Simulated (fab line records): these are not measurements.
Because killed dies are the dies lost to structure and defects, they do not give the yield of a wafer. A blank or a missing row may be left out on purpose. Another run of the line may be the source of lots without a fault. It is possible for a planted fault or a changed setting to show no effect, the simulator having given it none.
Matching of chambers    flow nandHarc    rieDiel-08 running NHARC_A_SLIT_ETCH_29: 4 sister chambers
The step etches the open film in CF4/O2, target depth 100 nm, overetch 10 nm, time 55 s. 18 wafers are shown with their chamber, then 9 later ones without.

WAFERS, EACH WITH ITS CHAMBER
wafer   chamber  drypumpMotorCurrentA (A)  showerheadPlenumPTorr (Torr)  rfVppV (V)
L077.2  1        6.6                       1.40                          198.6
L077.3  0        6.3                       1.31                          198.9
L077.4  2        5.6                       1.39                          199.9
L076.1  2        5.6                       1.39                          198.4
L076.2  0        6.3                       1.31                          198.1
L076.6  1        6.7                       1.40                          200.1
L083.2  3        5.9                       1.43                          200.6
L083.3  0        6.3                       1.31                          196.6
L083.4  2        5.6                       1.39                          199.6
L087.2  1        6.7                       1.39                          199.3
L087.3  3        5.9                       1.43                          202.0
L087.5  2        5.6                       1.39                          198.9
L089.1  2        5.6                       1.39                          199.6
L089.2  3        5.9                       1.43                          200.1
L089.3  0        6.3                       1.31                          197.3
L094.2  2        5.6                       1.39                          199.6
L094.3  0        6.3                       1.31                          197.3
L094.6  1        6.7                       1.39                          200.0

SIGNATURES (means of the wafers above)
reading                chamber 0  chamber 1  chamber 2  chamber 3  scatter within a chamber
drypumpMotorCurrentA   6.300      6.675      5.600      5.900      0.0231
showerheadPlenumPTorr  1.3100     1.3950     1.3900     1.4300     0.00267
rfVppV                 197.640    199.500    199.333    200.900    0.761
Rule: a wafer lies at a distance from a chamber equal to the root of the sum of squares, over the readings, of (its reading less the chamber's mean, divided by the reading's scatter). If the next closest chamber is less than 2 further off than the closest, the wafer can't be placed; otherwise it belongs to the closest. The scatter: take each reading less its chamber's mean, square it, sum over the shown wafers, divide by the number of wafers less the number of chambers, and take the root.

WAFERS WITH NO CHAMBER GIVEN
wafer   drypumpMotorCurrentA (A)  showerheadPlenumPTorr (Torr)  rfVppV (V)
L093.3  6.3                       1.31                          196.9
L093.5  6.3                       1.31                          197.7
L093.6  5.6                       1.39                          197.6
L095.1  6.3                       1.31                          196.6
L095.2  6.7                       1.39                          199.3
L095.5  6.3                       1.31                          196.2
L096.2  6.7                       1.39                          199.1
L096.3  6.3                       1.31                          196.4
L096.6  6.6                       1.39                          199.2

THE CHAMBER EACH PASSED THROUGH
wafer   from the rows above  in truth
L093.3  0                    0
L093.5  0                    0
L093.6  2                    2
L095.1  0                    0
L095.2  1                    1
L095.5  0                    0
L096.2  1                    1
L096.3  0                    0
L096.6  1                    1
Correctly placed: 9 of 9. Can't be placed from these rows: 0. Number placed wrongly: 0.
